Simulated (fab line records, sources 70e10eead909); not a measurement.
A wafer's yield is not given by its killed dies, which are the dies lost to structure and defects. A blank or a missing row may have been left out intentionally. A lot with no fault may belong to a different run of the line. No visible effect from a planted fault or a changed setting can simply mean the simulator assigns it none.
fab line records	flow nand-harc
record: lots: 10	wafers: 30	last-day: 33
route steps=1302 shown A_CHANNEL_HOLE_D2@570 END@1302
lots with no fault: from the same line, run without faults
start-h: hours from the record's first day to the start of the lot's first wafer shown	wait-h: hours elapsed since this lot's preceding step	" repeats the value in the row above	L1.1+2: several wafers, shown together as one row	- no value, or no start was given	* or withheld: withheld	< > ~ a bound
route shown NAME@n: names a module that has steps shown in the file, with the first one's number in the route	usual: average and standard deviation across the fault-free wafers	same: alike in all rows	chamber/n: place in a boat	sites: the reading at each site	_std_site: the standard deviation of these	_edge_site: the outer-site mean with the inner-site mean subtracted	radius-mm: for every site, how far away it sits from the centre of the wafer	mask NAME#n: copy n	behind: the last tool/chamber to shape the wafer	hold: reason for holding the lot/hours on hold/outcome of the hold	device: whichever transistor did not switch (one of n, p or np)	end of line: tests run on the same wafers once the route is complete	a step given without rows: its recipe and nothing more	killed: the dies lost at the first sort to structure and to defects; this is not the yield of the wafer	map: per-die view of a wafer (x killed, . not killed, _ where there is no die)
set.NAME: the setting the step ran with; set.NAME@STEP: the setting that earlier step ran with	model.NAME: the simulator's own value behind a step, which no gauge read
one table for each step of the route and one row for each wafer, over a sample of lots
services: a tool's chamber out of use, with start hour (start-h, from the record's first day; less than 0 if before it), hours out, and reason
== steps ==
step: NHARC_A_CHANNEL_HOLE_D2_DEP_00
recipe: target-thk-a: 31000	temp-c: 400	material: aC
usual: throttle-valve-pct: 35.000/0.0085
lot.wafer	tool	chamber	start-h	wait-h	throttle-valve-pct
L909.1	acl-dep-01	0	293.15	0.1	35.011
L909.2	"	0	"	"	35.003
L909.4	"	0	"	"	34.999
L910.2	acl-dep-02	0	311.94	2.0	34.994
L910.4	"	0	"	"	35.003
L910.5	"	0	"	"	35.010
L918.1	acl-dep-02	0	391.42	0.1	35.002
L918.2	"	0	"	"	34.997
L918.4	"	0	"	"	34.999
L919.3	acl-dep-03	0	392.45	1.0	35.020
L919.4	"	0	"	"	35.003
L919.6	"	0	"	"	35.003
L920.1	acl-dep-03	0	407.84	1.6	35.003
L920.2	"	0	"	"	34.999
L920.6	"	0	409.43	3.2	34.987
L921.2	acl-dep-03	0	415.93	1.5	35.010
L921.3	"	0	"	"	34.992
L921.6	"	0	"	"	35.012
L922.2	acl-dep-03	0	435.52	0.4	34.998
L922.4	"	0	"	"	35.001
L922.5	"	0	"	"	34.991
L925.2	acl-dep-02	0	457.32	0.4	34.998
L925.4	"	0	"	"	35.003
L925.6	"	0	"	"	35.004
L931.3	acl-dep-03	0	513.35	0.7	34.985
L931.5	"	0	"	"	35.007
L931.6	"	0	"	"	34.989
L930.4	acl-dep-02	0	513.39	1.0	34.995
L930.5	"	0	"	"	34.983
L930.6	"	0	"	"	35.000
step: NHARC_A_CHANNEL_HOLE_D2_INSPECT_12
usual: raw-defect-count: 28/23
lot.wafer	tool	chamber	start-h	wait-h	raw-defect-count
L909.1	defect-inspect-01	-	295.91	0.0	4
L909.2	"	-	"	"	4
L909.4	"	-	"	"	4
L910.2	defect-inspect-02	-	314.40	0.0	6
L910.4	"	-	"	"	4
L910.5	"	-	"	"	4
L918.1	defect-inspect-02	-	394.22	0.0	17
L918.2	"	-	"	"	22
L918.4	"	-	"	"	17
L919.3	defect-inspect-01	-	394.59	0.0	60
L919.4	"	-	"	"	73
L919.6	"	-	"	"	56
L920.1	defect-inspect-01	-	410.61	0.0	15
L920.2	"	-	"	"	8
L920.6	"	-	"	"	16
L921.2	defect-inspect-01	-	418.88	0.0	628
L921.3	"	-	"	"	586
L921.6	"	-	"	"	577
L922.2	defect-inspect-02	-	437.86	0.0	610
L922.4	"	-	"	"	581
L922.5	"	-	"	"	593
L925.2	defect-inspect-02	-	459.86	0.0	58
L925.4	"	-	"	"	71
L925.6	"	-	"	"	59
L930.4	defect-inspect-02	-	515.36	0.0	7
L930.5	"	-	"	"	10
L930.6	"	-	"	"	9
L931.3	defect-inspect-01	-	515.52	0.0	5
L931.5	"	-	"	"	2
L931.6	"	-	"	"	7
step: NHARC_A_CHANNEL_HOLE_D2_ETCH_38
recipe: target-depth-a: 390	over-etch-frac: 0.3	time-s: 65	ion-energy-ev: 80	cf4-flow-sccm: 150	ar-flow-sccm: 0	rf-w: 300	bias-w: 100	chemistry: CF4
usual: bias-w: 99.97/0.28	drypump-motor-current-A: 5.9/0.41	oes-product-au: 1.002/0.0085	rf-vpp-V: 151.3/1.1	showerhead-plenum-p-Torr: 1.78/0.063	throttle-valve-pct: 13.283/0.0089
lot.wafer	tool	chamber	start-h	wait-h	bias-w	drypump-motor-current-A	oes-product-au	rf-hours-counter-h	rf-vpp-V	showerhead-plenum-p-Torr	throttle-valve-pct
L909.4	rie-diel-04	3	296.05	0.1	100.19	6.1	1.001	5.5	154.3	1.89	13.289
L909.2	"	0	"	"	99.78	5.4	1.001	6.0	151.7	1.85	13.287
L909.1	"	1	"	"	100.09	5.7	0.992	6.2	151.0	1.77	13.287
L910.4	rie-diel-01	0	314.55	0.1	100.10	6.0	0.998	3.6	151.0	1.79	13.269
L910.2	"	1	"	"	99.72	6.3	0.993	5.0	151.2	1.71	13.289
L910.5	"	0	"	"	100.06	6.0	0.990	-	151.7	1.79	13.282
L918.1	rie-diel-06	0	394.39	0.1	100.27	6.1	0.992	3.7	149.6	1.72	13.299
L918.2	"	1	"	"	99.96	5.9	1.027	4.1	150.5	1.85	13.285
L918.4	"	1	"	"	100.02	5.9	1.018	-	151.9	1.85	13.263
L919.4	rie-diel-01	0	394.75	0.1	100.08	6.0	0.993	1.0	149.9	1.79	13.288
L919.3	"	2	"	"	100.00	5.5	0.988	0.6	151.4	1.75	13.286
L919.6	"	3	"	"	100.25	5.9	1.002	-	150.5	1.74	13.268
L920.1	rie-diel-06	3	410.77	0.1	99.72	5.9	0.995	4.0	147.6	1.67	13.281
L920.2	"	0	"	"	100.26	6.1	0.999	5.3	151.6	1.72	13.287
L920.6	"	2	"	"	99.52	6.6	0.995	-	150.0	1.75	13.290
L921.2	rie-diel-04	1	419.03	0.1	99.69	5.6	1.004	2.4	151.8	1.77	13.284
L921.3	"	0	"	"	99.76	5.4	1.005	2.5	152.9	1.85	13.284
L921.6	"	2	"	"	99.44	5.0	0.991	-	151.3	1.85	13.285
L922.2	rie-diel-01	0	438.00	0.1	100.02	6.0	1.008	3.4	150.0	1.79	13.273
L922.4	"	1	"	"	100.19	6.3	0.988	2.9	150.6	1.71	13.292
L922.5	"	1	"	"	100.05	6.3	0.994	-	150.4	1.71	13.270
L925.2	rie-diel-04	2	460.03	0.1	100.01	5.0	0.998	5.2	150.7	1.85	13.291
L925.6	"	2	"	"	100.19	5.0	0.999	-	152.6	1.85	13.285
L925.4	"	3	"	"	99.95	6.1	1.011	-	151.6	1.89	13.302
L930.4	rie-diel-04	1	515.52	0.1	100.30	5.7	1.009	8.5	151.5	1.77	13.294
L930.6	"	3	"	"	100.20	6.1	1.004	-	154.6	1.89	13.284
L930.5	"	0	"	"	100.19	5.4	1.010	-	152.0	1.85	13.288
L931.3	rie-diel-01	3	515.66	0.1	100.25	5.9	1.008	6.8	150.0	1.74	13.283
L931.5	"	3	"	"	100.05	5.9	0.992	-	150.6	1.74	13.258
L931.6	"	0	"	"	99.86	6.0	0.996	-	151.2	1.78	13.272
step: NHARC_A_CHANNEL_HOLE_D2_ETCH_19
recipe: bias-v: 1200	source-w: 2500	pressure-mtorr: 15	time-s: 34.5	ar-flow-sccm: 375	c4f8-flow-sccm: 28.8	o2-flow-sccm: 96.2	temp-c: -20	target-depth-a: *	chemistry: C4F8/O2/Ar
usual: drypump-motor-current-A: 6.3/0.36	o2-flow-sccm: 96.22/0.28	showerhead-plenum-p-Torr: 3.73/0.11	throttle-valve-pct: 37.037/0.0095
lot.wafer	tool	chamber	start-h	wait-h	drypump-motor-current-A	o2-flow-sccm	rf-hours-counter-h	showerhead-plenum-p-Torr	throttle-valve-pct
L909.1	har-etch-02	1	297.15	0.1	6.2	96.20	366	3.60	37.047
L909.2	"	0	"	"	6.6	96.60	366	3.77	37.033
L909.4	"	0	"	"	6.6	96.31	-	3.77	37.042
L910.2	har-etch-01	0	315.66	0.1	6.6	96.16	161	3.74	37.028
L910.4	"	1	"	"	5.7	96.00	-	3.70	37.052
L910.5	"	1	"	"	5.7	96.15	-	3.70	37.024
L918.2	har-etch-02	0	395.94	0.3	6.6	96.11	0	3.75	37.019
L918.1	"	1	"	"	6.2	96.01	0	3.99	37.037
L918.4	"	1	"	"	6.2	96.17	-	3.99	37.035
L919.3	har-etch-01	1	399.47	3.7	5.7	96.56	-	3.67	37.029
L919.4	"	0	"	"	6.6	96.26	-	3.70	37.032
L919.6	"	0	"	"	6.5	96.76	-	3.70	37.028
L920.1	har-etch-01	0	412.74	1.0	6.6	96.39	226	3.70	37.030
L920.2	"	1	"	"	5.7	95.93	226	3.67	37.032
L920.6	"	0	"	"	6.5	95.96	-	3.70	37.038
L921.2	har-etch-02	0	421.24	1.2	6.6	96.25	15	3.74	37.032
L921.3	"	0	"	"	6.6	96.09	-	3.74	37.040
L921.6	"	0	"	"	6.6	96.17	-	3.74	37.032
L922.2	har-etch-01	1	439.57	0.1	5.7	96.31	241	3.66	37.046
L922.4	"	1	"	"	5.7	96.32	-	3.66	37.038
L922.5	"	1	"	"	5.7	96.62	-	3.66	37.033
L925.2	har-etch-01	0	461.33	0.1	6.6	95.83	252	3.69	37.047
L925.4	"	1	"	"	5.7	96.06	-	3.65	37.032
L925.6	"	0	"	"	6.6	96.16	-	3.68	37.029
L930.4	har-etch-01	0	516.66	0.1	6.6	96.18	-	3.67	37.037
L930.5	"	1	"	"	5.7	96.34	-	3.63	37.041
L930.6	"	0	"	"	6.6	95.94	-	3.67	37.051
L931.3	har-etch-02	0	520.67	4.0	6.6	95.73	-	3.70	37.035
L931.6	"	0	"	"	6.6	96.35	-	3.70	37.035
L931.5	"	1	"	"	6.2	96.09	-	3.94	37.031
step: NHARC_A_CHANNEL_HOLE_D2_ETCH_22
recipe: bias-v: 3000	source-w: withheld	pressure-mtorr: 20	time-s: 666.7	ar-flow-sccm: 375	c4f8-flow-sccm: 89.3	o2-flow-sccm: 35.7	temp-c: -20	target-depth-a: 16000	chemistry: C4F8/O2/Ar
usual: drypump-motor-current-A: 6.3/0.36	o2-flow-sccm: 35.70/0.099	showerhead-plenum-p-Torr: 3.69/0.1	throttle-valve-pct: 32.155/0.0097
lot.wafer	tool	chamber	start-h	wait-h	drypump-motor-current-A	o2-flow-sccm	rf-hours-counter-h	showerhead-plenum-p-Torr	throttle-valve-pct
L909.1	har-etch-02	1	298.02	0.4	6.2	35.72	366	3.56	32.145
L909.2	"	0	"	"	6.6	35.70	366	3.73	32.157
L909.4	"	0	"	"	6.6	35.69	-	3.73	32.144
L910.2	har-etch-01	0	316.60	0.4	6.6	35.95	162	3.69	32.166
L910.4	"	1	"	"	5.7	35.55	-	3.66	32.162
L910.5	"	1	"	"	5.7	35.72	-	3.66	32.157
L918.2	har-etch-02	0	396.81	0.4	6.6	35.54	1	3.70	32.159
L918.1	"	1	"	"	6.2	35.61	1	3.93	32.160
L918.4	"	1	"	"	6.2	35.66	-	3.93	32.149
L919.3	har-etch-01	1	400.49	0.4	5.7	35.79	-	3.63	32.145
L919.4	"	0	"	"	6.6	35.65	-	3.66	32.161
L919.6	"	0	"	"	6.6	35.66	-	3.66	32.125
L920.1	har-etch-01	0	413.61	0.4	6.6	35.74	227	3.66	32.150
L920.2	"	1	"	"	5.7	35.60	227	3.63	32.166
L920.6	"	0	"	"	6.6	35.53	-	3.66	32.166
L921.2	har-etch-02	0	422.19	0.4	6.6	35.63	16	3.69	32.143
L921.3	"	0	"	"	6.6	35.76	-	3.69	32.156
L921.6	"	0	"	"	6.6	35.81	-	3.69	32.138
L922.2	har-etch-01	1	440.51	0.4	5.7	35.60	242	3.62	32.135
L922.4	"	1	"	"	5.7	35.70	-	3.62	32.153
L922.5	"	1	"	"	5.7	35.60	-	3.62	32.165
L925.2	har-etch-01	0	462.27	0.4	6.6	35.65	253	3.64	32.154
L925.4	"	1	"	"	5.7	35.79	-	3.61	32.155
L925.6	"	0	"	"	6.5	35.69	-	3.64	32.152
L930.4	har-etch-01	0	517.76	0.4	6.6	35.68	-	3.63	32.156
L930.5	"	1	"	"	5.7	35.69	-	3.59	32.145
L930.6	"	0	"	"	6.6	35.80	-	3.63	32.151
L931.3	har-etch-02	0	521.69	0.4	6.6	35.80	-	3.66	32.139
L931.6	"	0	"	"	6.6	35.78	-	3.66	32.146
L931.5	"	1	"	"	6.2	35.65	-	3.89	32.145
step: NHARC_A_CHANNEL_HOLE_D2_INSPECT_40
usual: raw-defect-count: 285/86
lot.wafer	tool	chamber	start-h	wait-h	raw-defect-count
L909.1	defect-inspect-01	-	302.85	-	242
L909.2	"	-	"	"	200
L909.4	"	-	"	"	253
L910.2	defect-inspect-02	-	321.31	-	385
L910.4	"	-	"	"	243
L910.5	"	-	"	"	180
L918.1	defect-inspect-01	-	401.63	-	262
L918.2	"	-	"	"	321
L918.4	"	-	"	"	313
L919.3	defect-inspect-02	-	405.16	-	486
L919.4	"	-	"	"	682
L919.6	"	-	"	"	424
L920.1	defect-inspect-01	-	418.46	-	173
L920.2	"	-	"	"	297
L920.6	"	-	"	"	297
L921.2	defect-inspect-01	-	426.94	-	859
L921.3	"	-	"	"	715
L921.6	"	-	"	"	754
L922.2	defect-inspect-01	-	445.24	-	812
L922.4	"	-	"	"	884
L922.5	"	-	"	"	813
L925.2	defect-inspect-02	-	467.03	-	437
L925.4	"	-	"	"	408
L925.6	"	-	"	"	277
L930.4	defect-inspect-01	-	522.35	-	250
L930.5	"	-	"	"	375
L930.6	"	-	"	"	225
L931.3	defect-inspect-02	-	526.33	-	176
L931.5	"	-	"	"	292
L931.6	"	-	"	"	225
step: NHARC_END_SORT_01
recipe: temp-c: 25
usual: killed-at-array: 49/18	killed-at-other: 0.7/1.1	killed-at-periphery: 4.0/2.6	killed-dies: 54/19	killed-open: 3.4/1.7	killed-short: 2.5/1.7
same: gross-dies: 677
lot.wafer	tool	chamber	start-h	wait-h	killed-at-array	killed-at-other	killed-at-periphery	killed-dies	killed-open	killed-short
L921.2	prober-01	0	679.80	2.8	148	3	6	157	1	3
L921.3	prober-01	0	680.60	3.1	164	0	12	176	4	2
L921.6	prober-01	0	683.02	4.0	144	0	6	150	6	0
L922.2	prober-01	0	693.28	2.8	142	1	5	148	3	3
L922.4	prober-01	0	694.89	3.4	138	1	2	141	2	1
L922.5	prober-01	0	695.69	3.7	145	2	6	153	3	1
killed by level:class
L921.2 A_CHANNEL_HOLE_D2:unspecified=85 A_SLIT:chamber-film-flake=34 A_CHANNEL_HOLE_D1:chamber-film-flake=15 A_CONTACT:chamber-film-flake=7 THIN_TSV:chamber-film-flake=3 P_CONTACT:geometric-particle:short=2 P_CONTACT:chamber-film-flake=2 P_M2:chamber-film-flake=2
L921.3 A_CHANNEL_HOLE_D2:unspecified=86 A_CHANNEL_HOLE_D1:chamber-film-flake=34 A_SLIT:chamber-film-flake=31 A_CONTACT:chamber-film-flake=7 P_CONTACT:chamber-film-flake=5 P_ZERO_WELL:chamber-film-flake=2 A_M0:chamber-film-flake=2 P_STI:geometric-particle:open=1
L921.6 A_CHANNEL_HOLE_D2:unspecified=80 A_SLIT:chamber-film-flake=27 A_CONTACT:chamber-film-flake=17 A_CHANNEL_HOLE_D1:chamber-film-flake=13 P_M2:chamber-film-flake=3 A_ONON_D1:geometric-particle:open=2 A_CHANNEL_FILL_D1:geometric-particle:open=2 P_CONTACT:chamber-film-flake=2
L922.2 A_CHANNEL_HOLE_D2:unspecified=83 A_CHANNEL_HOLE_D2:chamber-film-flake=23 A_CHANNEL_HOLE_D1:chamber-film-flake=18 A_STAIRCASE:chamber-film-flake=4 A_SLIT:chamber-film-flake=4 P_GATE:chamber-film-flake=3 A_CHANNEL_FILL_D2:geometric-particle:short=2 A_CONTACT:chamber-film-flake=2
L922.4 A_CHANNEL_HOLE_D2:unspecified=88 A_CHANNEL_HOLE_D2:chamber-film-flake=25 A_CHANNEL_HOLE_D1:chamber-film-flake=15 A_CONTACT:chamber-film-flake=4 A_STAIRCASE:chamber-film-flake=2 A_WL_FILL:chamber-film-flake=2 P_CONTACT:geometric-particle:open=1 A_DECK1_JOINT:geometric-particle:short=1
L922.5 A_CHANNEL_HOLE_D2:unspecified=81 A_CHANNEL_HOLE_D1:chamber-film-flake=31 A_CHANNEL_HOLE_D2:chamber-film-flake=18 A_STAIRCASE:chamber-film-flake=6 P_GATE:chamber-film-flake=3 P_ZERO_WELL:chamber-film-flake=2 THIN_TSV:chamber-film-flake=2 A_SLIT:chamber-film-flake=2
== services ==
tool	chamber	start-h	hours	kind
rie-diel-01	0	283.85	4.8	repair
acl-dep-03	-	301.85	13.0	pm
rie-diel-06	-	307.31	9.0	pm
rie-diel-04	-	354.95	9.0	pm
rie-diel-04	1	367.20	4.5	repair
acl-dep-01	-	372.58	13.0	pm
rie-diel-04	3	376.19	2.7	repair
har-etch-02	-	378.94	17.0	pm
har-etch-02	0	378.94	17.0	vent-cycle
har-etch-02	1	378.94	17.0	vent-cycle
rie-diel-01	-	380.89	9.0	pm
rie-diel-06	3	388.72	7.3	repair
har-etch-02	0	395.94	-	clean
har-etch-02	0	395.94	-	consumable-replace:esc
har-etch-02	0	395.94	-	consumable-replace:focus-ring
har-etch-02	1	395.94	-	clean
acl-dep-02	-	425.33	13.0	pm
rie-diel-06	3	434.02	18.0	repair
rie-diel-04	0	454.39	13.4	repair
rie-diel-01	0	457.96	8.7	repair
rie-diel-06	2	469.29	1.2	repair
rie-diel-01	3	481.33	4.3	repair
rie-diel-06	-	484.58	9.0	pm
acl-dep-03	-	485.92	13.0	pm
== key ==
first-sign: step: NHARC_A_CHANNEL_HOLE_D2_INSPECT_12	reading: raw-defect-count	direction: up	sigmas: 25	usual: 28	struck: 596
effect: step: NHARC_A_CHANNEL_HOLE_D2_INSPECT_40	reading: raw-defect-count	direction: up	sigmas: 6	usual: 285	struck: 806
effect: step: NHARC_END_SORT_01	reading: killed-at-array	direction: up	sigmas: 5.3	usual: 49	struck: 147
more-kills-born-at: NHARC_A_CHANNEL_HOLE_D2_DEP_00@acl-dep-03: 503
met-at NHARC_A_CHANNEL_HOLE_D2_DEP_00
struck-lots L921,L922
tester-left-out L921,L922
not-acting-at NHARC_A_CHANNEL_HOLE_D2_ETCH_38,NHARC_A_CHANNEL_HOLE_D2_ETCH_19,NHARC_A_CHANNEL_HOLE_D2_ETCH_22
onset-between 407.84 415.93
fault: kind: chamber-particle-source	tool: acl-dep-03	chamber: -	onset-h: 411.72	steps: NHARC_A_CHANNEL_HOLE_D2_DEP_00	rate-per-visit-cm2: 0.80593	end-h: 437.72
tester-left-out: of these lots the tester's yield and bins aren't shown, on N5 and GAA mostly nor the transistor test; their killed dies are dies lost to structure and defects alone, not to doping, threshold or leakage, so they don't give the yield
